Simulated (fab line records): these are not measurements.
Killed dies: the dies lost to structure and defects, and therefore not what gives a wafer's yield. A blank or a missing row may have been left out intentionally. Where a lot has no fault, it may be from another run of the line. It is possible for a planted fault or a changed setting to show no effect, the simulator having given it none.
A struck lot beside a sound one -- flow nandHarc -- 16 out of 1302 route steps
Sound: these wafers, L791.2, L791.5, L791.6. Struck: wafers L786.1, L786.2, L786.4. Last of all comes the cause.
Each step with rows lists, per side, the tool, then ch with its chambers, then its first start. Under that, the readings that differ: sound wafers -- struck wafers -- difference of the means -- sigmas: that difference in standard deviations of wafers without a fault.
alike: same words and numbers on both sides, and readings whose means sit less than 2 such deviations apart. not compared: any withheld reading, any reading some wafer has no value for, any bound like >300 that may hide the same value, and any number with overlapping values for which the record gives no deviation.
A row with sigmas, a row that says differs or no value, or rows on one side alone: a step with any of these is where the two part. When numbers do not overlap yet have no deviation, they are printed without sigmas and do not part them. Lack of a reading on every wafer of one side parts them only where that side has two or more wafers.

first, 1 step without rows for these wafers: NHARC_P_M2_PRE_CLEAN_30 (time 30 s).
NHARC_P_M2_PVD_20: deposits TaN, target thk 5 nm, time 8.06 s.
  sound on pvdSputter-01; struck on pvdSputter-02, day 12 13:15
  alike: chamberPressurePa, throttleValvePct
NHARC_P_M2_PVD_21: deposits Cu, target thk 30 nm, time 20.49 s.
  sound on pvdSputter-01; struck on pvdSputter-02, day 12 13:28
  alike: chamberPressurePa, throttleValvePct
then, 1 step without rows for these wafers: NHARC_P_M2_ECD_22 (material Cu, target thk 400 nm).
NHARC_P_M2_ANNEAL_31: time 90 s.
  sound on rtpAnneal-02 ch 0, day 15 04:29; struck on rtpAnneal-01 ch 0, day 12 14:01
  alike: wafer_temp_C_max
then, 1 step without rows for these wafers: NHARC_P_M2_CMP_23 (polishes, t overpolish 20 s, target thk 144.3 nm).
NHARC_P_M2_THK_MEAS_24: measures by xrf.
  sound on filmMetro-02, day 15 05:06; struck on filmMetro-02, day 12 14:41
  alike: thkNm
then, 1 step without rows for these wafers: NHARC_P_M2_SRD_25.
NHARC_P_M2_INSPECT_27:
  sound on defectInspect-02, day 15 05:16; struck on defectInspect-01, day 12 14:52
  alike: rawDefectCount
NHARC_P_M2_PRE_CLEAN_32: time 12 s.
  sound on pecvd-03 ch 0,1, day 15 05:20; struck on pecvd-03 ch 0,1,2, day 12 14:57
  alike: heaterPowerW
  not compared: sinceWetCleanH
then, 1 step without rows for these wafers: NHARC_P_M2_DEP_33 (deposits SiCN, target thk 30 nm).
NHARC_P_BONDPAD_DEP_00: deposits SiCN, target thk 250 nm.
  sound on pecvd-04 ch 1,2, day 15 05:56; struck on pecvd-03 ch 0,1,2, day 12 16:01
  alike: heaterPowerW
  not compared: sinceWetCleanH
NHARC_P_BONDPAD_CMP_32: polishes SiCN, target thk 200 nm.
  sound on cmp-03 ch 0,3, day 15 06:17; struck on cmp-02 ch 0,1,3, day 12 16:29
  alike: motorCurrentA
NHARC_P_BONDPAD_THK_MEAS_33: measures by ellipsometry.
  sound on filmMetro-01, day 15 06:31; struck on filmMetro-01, day 12 16:54
reading,sound,struck,difference,sigmas
thkNm (nm),201.8 201.8 201.6,183.0 187.5 193.5,-13.7,-9
then, 1 step without rows for these wafers: NHARC_P_BONDPAD_SRD_34.
-- record jumps: 17 days between struck wafers' starts before vs after; left off in module P_BONDPAD, resumes in module END, first step shown is number 1302 of the route --
NHARC_END_SORT_01:
  the record has rows for the struck wafers here (prober-01 ch 0, day 30 02:07) and none for the sound ones

== WHERE THEY PART ==
At NHARC_P_BONDPAD_THK_MEAS_33 first; at NHARC_END_SORT_01 last (within this record only).

WHY: the cause the simulator had injected
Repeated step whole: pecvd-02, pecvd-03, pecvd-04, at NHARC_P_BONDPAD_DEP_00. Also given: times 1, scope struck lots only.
